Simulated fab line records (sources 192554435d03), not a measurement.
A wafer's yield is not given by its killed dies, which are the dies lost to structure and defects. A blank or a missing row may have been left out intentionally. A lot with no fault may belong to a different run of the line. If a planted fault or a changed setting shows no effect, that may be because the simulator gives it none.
fab line records | flow n5Finfet
[record] lots = 7 wafers = 39
route steps=1938 shown ZERO_LAYER@11 FIN_SAQP@125 SDB@373 HKMG_FIN@438 BEOL_M0_SAQP@640
startH: hours from the record's opening day to when the first of the lot's shown wafers began | waitH: time in hours since the lot's previous step | " repeats the value in the row above | L1.1+2: several wafers, shown together as one row | - either no value or no given start | * or withheld: withheld | < > ~ a bound
route shown NAME@n: names a module that has steps shown in the file, with the first one's number in the route | usual: the fault-free wafers' mean and standard deviation | same: alike in all rows | chamber/n: place in a boat | sites: readings site by site | _std_site: the standard deviation of these | _edge_site: the outer-site mean with the inner-site mean subtracted | radiusMm: how far each site lies from the wafer's centre | mask NAME#n: copy n | behind: the last tool/chamber to shape the wafer | hold: cause of the lot's hold/its duration in hours/its outcome | device: the n, p or np transistor that did not switch | end of line: tests of these same wafers at the route's end | a step without rows: its recipe alone | killed: count of dies lost to structure and defects at first sort (not the wafer's yield) | map: the dies of a wafer, with x for killed, . for not killed, _ for no die there
set.NAME: the run value of the setting; set.NAME@STEP: its run value at that earlier step | model.NAME: the simulator's own value behind a step, which no gauge read
one table per step and one row per wafer, for lots whose settings were changed on purpose
[[steps]]
[step N5_ZERO_LAYER_DEVELOP_10]
[recipe] developTimeS = 60 rinseLiquid = diw dry = airSpin devTempC = 21
// columns lot.wafer tool chamber startH waitH set.developTimeS
L080.1+2+3 lithoTrack-05 0 - - 60
L081.1+2+3+4+5+6 lithoTrack-04 0 - - 60
L083.1+2+3 lithoTrack-02 0 - - 80.46
L083.4+5+6 " 0 " " 60
L086.1+4+5 lithoTrack-02 0 - - 60
L086.2+3+6 " 0 " " 40.21
L087.1+2+6 lithoTrack-05 0 - - 88.95
L087.3+4+5 " 0 " " 60
L089.1+2+5 lithoTrack-05 0 - - 69.76
L089.3+4+6 " 0 " " 60
L090.1+4+6 lithoTrack-04 0 - - 37.14
L090.2+3+5 " 0 " " 60
[step N5_ZERO_LAYER_HARDBAKE_23]
[recipe] tempC = 130 timeS = 120
[step N5_ZERO_LAYER_CD_MEAS_11]
[recipe] targetCdNm = 2000 landingEnergyEv = 500 detector = seInlens
[usual] cdNm = 1999.9/1.3
// columns lot.wafer tool chamber startH waitH set.developTimeS@ZERO_LAYER_DEVELOP_10 cdNm
L080.1 cdSem-03 0 48.68 - 60 2001.2
L080.2 " 0 " " 60 2002.0
L080.3 " 0 " " 60 2001.5
L081.1 cdSem-01 0 54.64 - 60 2000.4
L081.2 " 0 " " 60 2000.7
L081.3 " 0 " " 60 1999.4
L081.4 " 0 " " 60 1999.9
L081.5 " 0 " " 60 2001.7
L081.6 " 0 " " 60 2001.1
L083.1 cdSem-02 0 66.79 - 80.46 2003.3
L083.2 " 0 " " 80.46 2004.2
L083.3 " 0 " " 80.46 2005.3
L083.4 " 0 " " 60 1998.5
L083.5 " 0 " " 60 1998.7
L083.6 " 0 " " 60 1999.2
L086.1 cdSem-03 0 84.77 - 60 1999.3
L086.2 " 0 " " 40.21 1989.5
L086.3 " 0 " " 40.21 1988.7
L086.4 " 0 " " 60 1998.7
L086.5 " 0 " " 60 1998.4
L086.6 " 0 " " 40.21 1991.3
L087.1 cdSem-03 0 90.64 - 88.95 2007.8
L087.2 " 0 " " 88.95 2006.8
L087.3 " 0 " " 60 1999.8
L087.4 " 0 " " 60 1997.7
L087.5 " 0 " " 60 1998.2
L087.6 " 0 " " 88.95 2006.9
L089.1 cdSem-02 0 102.77 - 69.76 2002.7
L089.2 " 0 " " 69.76 2003.8
L089.3 " 0 " " 60 1999.4
L089.4 " 0 " " 60 1999.6
L089.5 " 0 " " 69.76 2002.4
L089.6 " 0 " " 60 1999.1
L090.1 cdSem-01 0 108.64 - 37.14 1991.1
L090.2 " 0 " " 60 2000.3
L090.3 " 0 " " 60 2000.0
L090.4 " 0 " " 37.14 1989.9
L090.5 " 0 " " 60 2002.1
L090.6 " 0 " " 37.14 1990.1
[step N5_ZERO_LAYER_DESCUM_16]
[recipe] chemistry = O2 timeS = 7.9 sourcePowerW = 50 biasPowerW = 20 pressureMtorr = 20 rfFrequencyHz = 2.712e+07 tempC = 40 o2FlowSccm = 225
// columns lot.wafer tool chamber startH waitH set.developTimeS@ZERO_LAYER_DEVELOP_10 model.ZERO_LAYER.cdNm
L080.1 rieDiel-03 3 48.72 0.0 60 2001
L080.2+3 " 2,0 " " 60 2002
L081.1 rieDiel-03 2 54.77 0.1 60 2000
L081.2+6 " 3,1 " " 60 2001
L081.3 " 0 " " 60 1999
L081.4 " 1 " " 60 -
L081.5 " 2 " " 60 2002
L083.1+2 rieDiel-06 2,1 66.83 0.0 80.46 2004
L083.3 " 0 " " 80.46 2005
L083.4+5+6 " 0,1,2 " " 60 1999
L086.1 rieDiel-06 0 85.02 0.2 60 1999
L086.2+3 " 3,1 " " 40.21 1989
L086.4+5 " 2,1 " " 60 1998
L086.6 " 2 " " 40.21 1992
L087.1 rieDiel-06 1 90.69 0.0 88.95 2008
L087.2+6 " 3,0 " " 88.95 2007
L087.3 " 2 " " 60 2000
L087.4 " 0 " " 60 -
L087.5 " 3 " " 60 1998
L089.1 rieDiel-06 3 102.80 0.0 69.76 2003
L089.2 " 1 " " 69.76 2004
L089.3+4 " 2,0 " " 60 2000
L089.5 " 1 " " 69.76 2002
L089.6 " 0 " " 60 1999
L090.1 rieDiel-06 3 108.68 0.0 37.14 1991
L090.2+3 " 0,2 " " 60 2000
L090.4+6 " 1,3 " " 37.14 1990
L090.5 " 0 " " 60 2002
[step N5_FIN_SAQP_SPACER1_ALD_24]
[recipe] material = SiO2 targetThkA = 203 tempC = 300 aldPrecursorFamily = BDEAS aldCoReactant = O2-plasma pulseTimeS = 1 purgeTimeS = 2 coReactantPurgeTimeS = 2 aldCycles = 218 pressureTorr = 2
// columns lot.wafer tool chamber startH waitH set.aldCycles model.SiO2_of_FIN_SAQP_SPACER1_ALD_24.thkNm
L080.1+2+3 aldSin-04 0,2,1 59.61 1.0 218 20.4
L081.1+2+4+5+6 aldSin-01 0,2,3,2,1 66.41 0.3 218 20.4
L081.3 " 1 " " 218 20.2
L083.1 aldSin-01 0 77.05 0.3 218 20.2
L083.2 " 3 " " 104 9.6
L083.3+5 " 2,3 " " 218 20.4
L083.4+6 " 1,0 " " 104 9.8
L086.1+2+3+4+5+6 aldSin-04 1,3,0,2,1,2 95.39 0.3 218 20.2
L087.1+5 aldSin-01 2 103.10 0.3 218 20.4
L087.2 " 0 " " 218 20.2
L087.3+4+6 " 1,3,3 " " 147 13.6
L089.1+6 aldSin-04 3,1 113.73 0.3 218 20.4
L089.2+3+4+5 " 0,1,2,2 " " 218 20.2
L090.1+2+6 aldSin-03 0,1,0 119.16 0.3 218 20.4
L090.3+4+5 " 3,2,3 " " 218 20.2
[step N5_FIN_SAQP_SPACER1_ETCHBACK_25]
[recipe] chemistry = CHF3/O2 mode = anisotropicEtchback target = SiO2 targetDepthA = 244 timeS = 12.2 pressureMtorr = 30 sourceW = 650 biasW = 170 Ar_flow_sccm = 200 CHF3_flow_sccm = 50 O2_flow_sccm = 5 ionEnergyEv = 200
[step N5_FIN_SAQP_MANDREL1_REMOVE_56]
[recipe] chemistry = HBr/Cl2/O2 btTimeS = 10 target = a-Si stopOn = SiNx endpoint = OES-SiCl overEtchFrac = 1 icpW = 600 biasW = 22 HBr_flow_sccm = 150 Cl2_flow_sccm = 80 O2_flow_sccm = 5 pressureMtorr = 10
// columns lot.wafer tool chamber startH waitH set.aldCycles@FIN_SAQP_SPACER1_ALD_24 model.FIN_SAQP.cdNm
L080.1+2 rieSi-03 1,0 60.42 0.1 218 20.4
L080.3 " 3 " " 218 20.2
L081.1+2+3+6 rieSi-04 0,1,3,1 67.31 0.1 218 20.2
L081.4+5 " 2 " " 218 20.4
L083.1 rieSi-03 3 78.04 0.1 218 20.2
L083.2+4+6 " 0,1,2 " " 104 9.6
L083.3+5 " 2,1 " " 218 20.4
L086.1+3+4 rieSi-03 0,3,1 96.19 0.1 218 20.4
L086.2+5+6 " 2,1,2 " " 218 20.2
L087.1+2 rieSi-03 2,1 103.90 0.1 218 20.2
L087.3+6 " 3,0 " " 147 13.6
L087.4 " 0 " " 147 13.8
L087.5 " 3 " " 218 20.4
L089.1+2+6 rieSi-01 3,1,2 114.54 0.1 218 20.4
L089.3+4+5 " 2,0,3 " " 218 20.2
L090.1+2+3+6 rieSi-01 1,3,2,3 119.97 0.1 218 20.4
L090.4+5 " 0 " " 218 20.2
[step N5_FIN_SAQP_CD_MEAS_27]
[recipe] targetCdNm = 20 landingEnergyEv = 1000 detector = seInlens polarity = line
[usual] cdNm = 20.31/0.24
// columns lot.wafer tool chamber startH waitH set.aldCycles@FIN_SAQP_SPACER1_ALD_24 cdNm
L080.1 cdSem-01 0 60.53 0.1 218 20.80
L080.2 " 0 " " 218 20.40
L080.3 " 0 " " 218 20.53
L081.1 cdSem-02 0 67.42 0.1 218 20.07
L081.2 " 0 " " 218 20.59
L081.3 " 0 " " 218 20.69
L081.4 " 0 " " 218 20.43
L081.5 " 0 " " 218 20.27
L081.6 " 0 " " 218 20.37
L083.1 cdSem-03 0 78.15 0.1 218 20.05
L083.2 " 0 " " 104 9.38
L083.3 " 0 " " 218 20.50
L083.4 " 0 " " 104 9.42
L083.5 " 0 " " 218 20.54
L083.6 " 0 " " 104 9.71
L086.1 cdSem-02 0 96.30 0.1 218 20.34
L086.2 " 0 " " 218 20.22
L086.3 " 0 " " 218 20.58
L086.4 " 0 " " 218 20.26
L086.5 " 0 " " 218 20.16
L086.6 " 0 " " 218 19.74
L087.1 cdSem-03 0 104.01 0.1 218 20.18
L087.2 " 0 " " 218 20.34
L087.3 " 0 " " 147 13.31
L087.4 " 0 " " 147 13.87
L087.5 " 0 " " 218 20.55
L087.6 " 0 " " 147 13.42
L089.1 cdSem-01 0 114.65 0.1 218 19.76
L089.2 " 0 " " 218 20.71
L089.3 " 0 " " 218 20.08
L089.4 " 0 " " 218 20.57
L089.5 " 0 " " 218 20.27
L089.6 " 0 " " 218 20.50
L090.1 cdSem-02 0 120.08 0.1 218 20.21
L090.2 " 0 " " 218 20.38
L090.3 " 0 " " 218 20.77
L090.4 " 0 " " 218 20.24
L090.5 " 0 " " 218 20.35
L090.6 " 0 " " 218 20.59
[step N5_SDB_ALD_29]
[recipe] material = SiNx targetThkA = 300 tempC = 400 aldPrecursorFamily = SiH2I2 aldCoReactant = N2/H2-plasma pulseTimeS = 1 aldCycles = 600 purgeTimeS = 2 coReactantPurgeTimeS = 2 pressureTorr = 2
// columns lot.wafer tool chamber startH waitH set.aldCycles model.SiNx_of_SDB_ALD_29.thkNm
L080.1+2+3 aldSin-04 1,3,2 104.11 0.0 600 30
L081.1+3+5 aldSin-02 0,1,2 109.58 0.0 798 40
L081.2 " 2 " " 600 30.2
L081.4 " 3 " " 600 30.4
L081.6 " 1 110.93 1.4 600 30
L083.1 aldSin-01 3 120.09 0.0 600 29.8
L083.2 " 2 " " 747 37.4
L083.3+6 " 0,2 " " 600 30
L083.4 " 1 " " 747 37.2
L083.5 " 3 121.45 1.4 747 37
L086.1+3+4+5 aldSin-02 2,0,1,1 137.72 0.0 600 30
L086.2 " 3 " " 600 30.2
L086.6 " 2 139.07 1.4 600 29.8
L087.1+4+6 aldSin-02 1,2,1 144.75 0.0 600 30
L087.2+3+5 " 3,0,0 " " 724 36.2
L089.1 aldSin-04 3 160.64 0.0 708 35.4
L089.2 " 2 " " 600 29.8
L089.3 " 1 " " 708 35.2
L089.4 " 0 " " 708 35.6
L089.5+6 " 2,1 161.99 1.4 600 30
L090.1 aldSin-01 2 162.28 0.4 600 30
L090.2+4+5 " 3,1,2 " " 265 13.2
L090.3+6 " 0,3 " " 600 29.8
[step N5_SDB_CMP_30]
[recipe] stopOn = poly-Si tOverpolishS = 1.54 postCmpClean = alkalineBrush downForcePsi = 4.1491 platenRpm = 51.796 padVelocityMS = 1.0306 targetThkNm = 30
// columns lot.wafer tool chamber startH waitH set.aldCycles@SDB_ALD_29 model.SiNx_of_SDB_ALD_29.thkNm
L080.1+3+2 cmp-03 0,1,2 106.85 1.4 600 30
L081.1 cmp-01 0 112.31 1.4 798 30
L081.2 " 1 " " 600 30.2
L081.3 " 2 " " 798 31
L081.4 " 3 " " 600 30.4
L081.5 " 0 " " 798 29.6
L081.6 " 1 " " 600 30
L083.3+6 cmp-03 2,3 122.83 1.4 600 30
L083.1 " 3 " " 600 29.8
L083.4 " 0 " " 747 29.6
L083.2 " 1 " " 747 31
L083.5 " 2 " " 747 30.4
L086.4+3+1+5 cmp-02 2,3,1,2 140.46 1.4 600 30
L086.2 " 0 " " 600 30.2
L086.6 " 3 " " 600 29.8
L087.3 cmp-03 3 147.48 1.4 724 29.6
L087.4+1+6 " 0,2,0 " " 600 30
L087.2 " 1 " " 724 29
L087.5 " 3 " " 724 30.8
L089.2 cmp-02 0 163.56 1.6 600 29.8
L089.1 " 1 " " 708 29.8
L089.3 " 2 " " 708 28.6
L089.4 " 3 " " 708 29.4
L089.5+6 " 0,1 " " 600 30
L090.2+4+5 cmp-03 3,0,3 165.02 1.4 265 13.2
L090.3+6 " 1,0 " " 600 29.8
L090.1 " 2 " " 600 30
[step N5_HKMG_FIN_ETCH_35]
[recipe] chemistry = N2/H2 target = SOC targetDepthA = 2158 ionEnergyEv = 65 biasW = 5 sourceW = 3000 timeS = 243.4 pressureMtorr = 30 n2FlowSccm = 200 h2FlowSccm = 200
// columns lot.wafer tool chamber startH waitH set.targetDepthA model.etch.depthNm model.HKMG_FIN.featureDepthNm model.SOC_of_HKMG_FIN_COAT_29.thkNm
L080.1 rieDiel-04 1 113.15 0.0 2158 212.4 212.4 87
L080.2 " 0 " " 2158 221.9 222 77.8
L080.3 " 3 " " 2158 216.1 216.2 84.2
L081.1 rieDiel-01 3 118.31 0.0 2158 218.5 218.4 80.8
L081.2 " 1 " " 2158 216.9 217 83
L081.3 " 0 " " 2158 213.4 213.4 87.2
L081.4 " 2 " " 2158 215.7 215.6 84
L081.5 " 2 " " 2158 217.1 217 83
L081.6 " 1 " " 2158 217.9 217.8 82.6
L083.1 rieDiel-01 3 128.93 0.0 3446 352.2 352.2 0
L083.2 " 1 " " 3446 348.4 348.4 0
L083.3 " 2 " " 2158 217.6 217.6 82.6
L083.4 " 2 " " 3446 350.3 350.2 0
L083.5 " 1 " " 2158 218 218 82.2
L083.6 " 3 " " 2158 220.9 221 79
L086.1 rieDiel-04 0 146.39 0.0 2158 222 222 78.4
L086.2 " 1 " " 2158 213.1 213.2 86.4
L086.3 " 3 " " 2158 219 219 82.4
L086.4 " 2 " " 2158 217.1 217.2 83
L086.5 " 3 " " 2158 218.4 218.4 81.6
L086.6 " 2 " " 2158 217.5 217.4 82.2
L087.1 rieDiel-02 0 153.20 0.0 1633 160.3 160.4 140
L087.2 " 1 " " 2158 215.8 215.8 85.2
L087.3 " 3 " " 2158 215.7 215.8 85.4
L087.4 " 2 " " 2158 213.9 213.8 86.8
L087.5 " 2 " " 1633 162.1 162 138
L087.6 " 3 " " 1633 163.1 163 138.2
L089.1 rieDiel-01 3 169.37 0.0 2158 220.5 220.6 80.8
L089.2 " 2 " " 2158 220.1 220.2 80.8
L089.3 " 1 " " 2158 218.7 218.6 82.8
L089.4 " 0 " " 2158 223.1 223 77.8
L089.5 " 0 " " 2158 223.1 223.2 78.8
L089.6 " 1 " " 2158 221 221 80.8
L090.1 rieDiel-01 1 170.91 0.0 2713 273.2 273.2 26
L090.2 " 0 " " 2713 278.1 278.2 21.4
L090.3 " 3 " " 2158 220 220 80.4
L090.4 " 2 " " 2713 274.4 274.4 25
L090.5 " 0 " " 2158 221.4 221.4 79
L090.6 " 3 " " 2158 221.2 221.2 78.8
[step N5_HKMG_FIN_STRIP_92]
[recipe] chemistry = N2/H2 material = SOC timeS = 20 powerW = 500 tempC = 40 pressureMtorr = 50 rfFrequencyHz = 6e+07 biasPowerW = 8 h2Frac = 0.5 n2FlowSccm = 300 h2FlowSccm = 300
// columns lot.wafer tool chamber startH waitH set.targetDepthA@HKMG_FIN_ETCH_35 model.SOC_of_HKMG_FIN_COAT_29.thkNm
L080.1 rieDiel-04 1 113.30 0.1 2158 76.8
L080.2 " 0 " " 2158 67.4
L080.3 " 3 " " 2158 73.6
L081.1 rieDiel-01 3 118.46 0.1 2158 70.4
L081.2+5 " 1,2 " " 2158 72.8
L081.3 " 0 " " 2158 77.2
L081.4 " 2 " " 2158 73.8
L081.6 " 1 " " 2158 72.4
L083.1+2+4 rieDiel-01 3,1,2 129.08 0.1 3446 0
L083.3 " 2 " " 2158 72.4
L083.5 " 1 " " 2158 72
L083.6 " 3 " " 2158 68.6
L086.1 rieDiel-04 0 146.54 0.1 2158 68
L086.2 " 1 " " 2158 76.4
L086.3+6 " 3,2 " " 2158 71.8
L086.4 " 2 " " 2158 72.6
L086.5 " 3 " " 2158 71.2
L087.1 rieDiel-02 0 153.35 0.1 1633 129.8
L087.2 " 1 " " 2158 75
L087.3 " 3 " " 2158 75.2
L087.4 " 2 " " 2158 76.6
L087.5 " 2 " " 1633 127.8
L087.6 " 3 " " 1633 128.2
L089.1+6 rieDiel-01 3,1 169.52 0.1 2158 70.4
L089.2 " 2 " " 2158 70.6
L089.3 " 1 " " 2158 72.6
L089.4 " 0 " " 2158 67.4
L089.5 " 0 " " 2158 68.2
L090.1 rieDiel-01 1 171.05 0.1 2713 15.6
L090.2 " 0 " " 2713 10.8
L090.3 " 3 " " 2158 69.8
L090.4 " 2 " " 2713 14.8
L090.5+6 " 0,3 " " 2158 68.4
[step N5_BEOL_M0_SAQP_HM_DEP_111]
[recipe] material = SiO2 targetThkA = 120 tempC = 400 precursor = SiH4/N2O pressureTorr = 0.75 rfW = 275 timeS = 7.2
// columns lot.wafer tool chamber startH waitH set.timeS model.SiO2_of_BEOL_M0_SAQP_HM_DEP_111.thkNm
L080.1+2+3 pecvd-04 1,2,0 144.79 0.0 7.2 12
L081.1+4 pecvd-02 2,1 147.96 0.0 10.12 17
L081.2 " 0 " " 10.12 16.6
L081.3 " 1 " " 7.2 12
L081.5 " 2 " " 7.2 12.4
L081.6 " 0 " " 7.2 12.2
L083.1 pecvd-04 0 159.76 0.0 7.2 11.8
L083.2+3 " 2,1 " " 10.91 18
L083.4 " 1 " " 7.2 12
L083.5 " 2 " " 7.2 12.2
L083.6 " 0 " " 10.91 18.2
L086.1+2+6 pecvd-02 2,0,1 178.81 0.0 7.2 12
L086.3+4 " 1,0 " " 7.2 12.2
L086.5 " 2 " " 7.2 12.4
L087.1+3 pecvd-04 2,0 185.88 0.0 11.48 19
L087.2 " 1 " " 7.2 12
L087.4+6 " 1,0 " " 7.2 12.2
L087.5 " 2 " " 11.48 19.2
L089.1+2+3+4 pecvd-02 0,1,2,2 203.21 0.0 7.2 12.2
L089.5+6 " 0,1 " " 7.2 12.4
L090.1+4 pecvd-02 0,1 213.43 0.0 4.423 7.2
L090.2+3+6 " 1,2,2 " " 7.2 11.8
L090.5 " 0 " " 4.423 7.4
[step N5_BEOL_M0_SAQP_COAT_81]
[recipe] resist = SOC tempC = 250 timeS = 60 spinRpm = 1500 resistThkNm = 100
[step N5_BEOL_M0_SAQP_COAT_82]
[recipe] resist = SiARC tempC = 220 timeS = 60 spinRpm = 1500 resistThkNm = 30
[step N5_BEOL_M0_SAQP_ETCH_84]
[recipe] chemistry = N2/H2 target = SOC targetDepthA = 1000 overetchA = 200 maskMaterial = SiARC tempC = 40 timeS = 150 ionEnergyEv = 200 pressureMtorr = 30 sourceW = 840 biasW = 150 n2FlowSccm = 200 h2FlowSccm = 200
[step N5_BEOL_M0_SAQP_STRIP_80]
[recipe] chemistry = N2/H2 tempC = 40 n2FlowSccm = 200 h2FlowSccm = 200 rfFrequencyHz = 6e+07
[step N5_BEOL_M0_SAQP_HM_OPEN_112]
[recipe] chemistry = CHF3/O2 target = SiO2 stopOn = a-Si targetDepthA = 120 overEtchFrac = 1.25 maskMaterial = SOC timeS = 13.5 pressureMtorr = 30 sourceW = 650 biasW = 170 Ar_flow_sccm = 200 CHF3_flow_sccm = 50 O2_flow_sccm = 5 ionEnergyEv = 200 ends = endPoint
// columns lot.wafer tool chamber startH waitH set.timeS@BEOL_M0_SAQP_HM_DEP_111 model.etch.depthNm
L080.1 rieDiel-06 3 145.69 0.0 7.2 12.01
L080.2 " 2 " " 7.2 11.95
L080.3 " 0 " " 7.2 11.92
L081.1 rieDiel-05 2 148.69 0.0 10.12 16.97
L081.2 " 1 " " 10.12 16.64
L081.3 " 0 " " 7.2 11.91
L081.4 " 3 " " 10.12 17.09
L081.5 " 1 " " 7.2 12.33
L081.6 " 2 " " 7.2 12.21
L083.1 rieDiel-06 1 160.48 0.0 7.2 11.72
L083.2 " 0 " " 10.91 18
L083.3 " 2 " " 10.91 17.92
L083.4 " 2 " " 7.2 11.97
L083.5 " 0 " " 7.2 12.19
L083.6 " 1 " " 10.91 18.17
L086.1 rieDiel-03 3 179.53 0.0 7.2 11.92
L086.2 " 1 " " 7.2 12
L086.3 " 2 " " 7.2 12.12
L086.4 " 0 " " 7.2 12.27
L086.5 " 3 " " 7.2 12.34
L086.6 " 0 " " 7.2 12.06
L087.1 rieDiel-05 2 186.48 0.0 11.48 18.97
L087.2 " 3 " " 7.2 12.02
L087.3 " 1 " " 11.48 19.04
L087.4 " 0 " " 7.2 12.1
L087.5 " 2 " " 11.48 19.19
L087.6 " 3 " " 7.2 12.15
L089.1 rieDiel-06 2 203.94 0.0 7.2 12.23
L089.2 " 3 " " 7.2 12.12
L089.3 " 0 " " 7.2 12.19
L089.4 " 1 " " 7.2 12.18
L089.5 " 2 " " 7.2 12.37
L089.6 " 1 " " 7.2 12.4
L090.1 rieDiel-05 0 214.16 0.0 4.423 7.14
L090.2 " 2 " " 7.2 11.78
L090.3 " 1 " " 7.2 11.71
L090.4 " 3 " " 4.423 7.242
L090.5 " 1 " " 4.423 7.412
L090.6 " 2 " " 7.2 11.84
[[key]]
[split] step = N5_ZERO_LAYER_DEVELOP_10 setting = developTimeS stated = 60 by = wafer
[response] step = N5_ZERO_LAYER_CD_MEAS_11 reading = cdNm change = +0.215 per = 1% r = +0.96
[response] step = N5_ZERO_LAYER_DESCUM_16 reading = model.ZERO_LAYER.cdNm change = +0.214 per = 1% r = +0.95
[split] step = N5_FIN_SAQP_SPACER1_ALD_24 setting = aldCycles stated = 218 by = wafer
[response] step = N5_FIN_SAQP_SPACER1_ALD_24 reading = model.SiO2_of_FIN_SAQP_SPACER1_ALD_24.thkNm change = +0.204 per = 1% r = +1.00
[response] step = N5_FIN_SAQP_MANDREL1_REMOVE_56 reading = model.FIN_SAQP.cdNm change = +0.205 per = 1% r = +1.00
[response] step = N5_FIN_SAQP_CD_MEAS_27 reading = cdNm change = +0.208 per = 1% r = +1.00
[split] step = N5_SDB_ALD_29 setting = aldCycles stated = 600 by = wafer
[response] step = N5_SDB_ALD_29 reading = model.SiNx_of_SDB_ALD_29.thkNm change = +0.298 per = 1% r = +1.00
[response] step = N5_SDB_CMP_30 reading = model.SiNx_of_SDB_ALD_29.thkNm shape = bent atLowest = 13.2 atStated = 29.99 atHighest = 30.2
[split] step = N5_HKMG_FIN_ETCH_35 setting = targetDepthA stated = 2158 by = wafer
[response] step = N5_HKMG_FIN_ETCH_35 reading = model.etch.depthNm change = +2.19 per = 1% r = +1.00
[response] step = N5_HKMG_FIN_ETCH_35 reading = model.HKMG_FIN.featureDepthNm change = +2.19 per = 1% r = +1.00
[response] step = N5_HKMG_FIN_ETCH_35 reading = model.SOC_of_HKMG_FIN_COAT_29.thkNm change = -1.57 per = 1% r = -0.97
[response] step = N5_HKMG_FIN_STRIP_92 reading = model.SOC_of_HKMG_FIN_COAT_29.thkNm change = -1.44 per = 1% r = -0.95
[split] step = N5_BEOL_M0_SAQP_HM_DEP_111 setting = timeS stated = 7.2 by = wafer
[response] step = N5_BEOL_M0_SAQP_HM_DEP_111 reading = model.SiO2_of_BEOL_M0_SAQP_HM_DEP_111.thkNm change = +0.117 per = 1% r = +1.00
[response] step = N5_BEOL_M0_SAQP_HM_OPEN_112 reading = model.etch.depthNm change = +0.117 per = 1% r = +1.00
